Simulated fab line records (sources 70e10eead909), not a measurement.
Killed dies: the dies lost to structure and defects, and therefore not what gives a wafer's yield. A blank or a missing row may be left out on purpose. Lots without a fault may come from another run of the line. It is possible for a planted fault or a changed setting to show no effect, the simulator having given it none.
Chamber matching || flow nandHarc || 3 sister chambers for NHARC_A_BONDPAD_DEP_00 on pecvd-02
The step deposits SiCN, target thk 250 nm. 6 wafers are shown with their chamber, then 8 later ones without.

== WAFERS WITH THEIR CHAMBER ==
{"wafer": "L082.1", "chamber": 0, "heaterPowerW (W)": 519}
{"wafer": "L082.2", "chamber": 2, "heaterPowerW (W)": 669}
{"wafer": "L082.5", "chamber": 2, "heaterPowerW (W)": 680}
{"wafer": "L082.4", "chamber": 0, "heaterPowerW (W)": 519}
{"wafer": "L082.6", "chamber": 1, "heaterPowerW (W)": 533}
{"wafer": "L086.2", "chamber": 1, "heaterPowerW (W)": 542}

== WAFERS WITH NO CHAMBER GIVEN ==
{"wafer": "L086.4", "heaterPowerW (W)": 550}
{"wafer": "L086.6", "heaterPowerW (W)": 636}
{"wafer": "L086.1", "heaterPowerW (W)": 603}
{"wafer": "L086.3", "heaterPowerW (W)": 429}
{"wafer": "L086.5", "heaterPowerW (W)": 454}
{"wafer": "L088.2", "heaterPowerW (W)": 535}
{"wafer": "L088.4", "heaterPowerW (W)": 432}
{"wafer": "L088.6", "heaterPowerW (W)": 610}

== THE CHAMBER EACH PASSED THROUGH ==
{"wafer": "L086.4", "from the rows above": 1, "in truth": 1}
{"wafer": "L086.6", "from the rows above": 2, "in truth": 2}
{"wafer": "L086.1", "from the rows above": "can't be placed: 1 or 2", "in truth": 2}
{"wafer": "L086.3", "from the rows above": 0, "in truth": 0}
{"wafer": "L086.5", "from the rows above": 0, "in truth": 0}
{"wafer": "L088.2", "from the rows above": 1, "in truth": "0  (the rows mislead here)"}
{"wafer": "L088.4", "from the rows above": 0, "in truth": 0}
{"wafer": "L088.6", "from the rows above": "can't be placed: 2 or 1", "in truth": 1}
5 of 8 placed correctly. From these rows, 2 cannot be placed; in 2 the true chamber is one of the candidates. Number placed wrongly: 1.
How it was worked out, from the rows above alone: a wafer's distance from a chamber is the root of the sum, over the readings, of the square of ((its reading less the chamber's mean) divided by the reading's scatter). The wafer belongs to the nearest chamber; if the next one is less than 2 further off, it can't be placed. Each chamber's mean is taken over the wafers shown for it. The scatter: take each reading less its chamber's mean, square it, sum over the shown wafers, divide by the number of wafers less the number of chambers, and take the root.
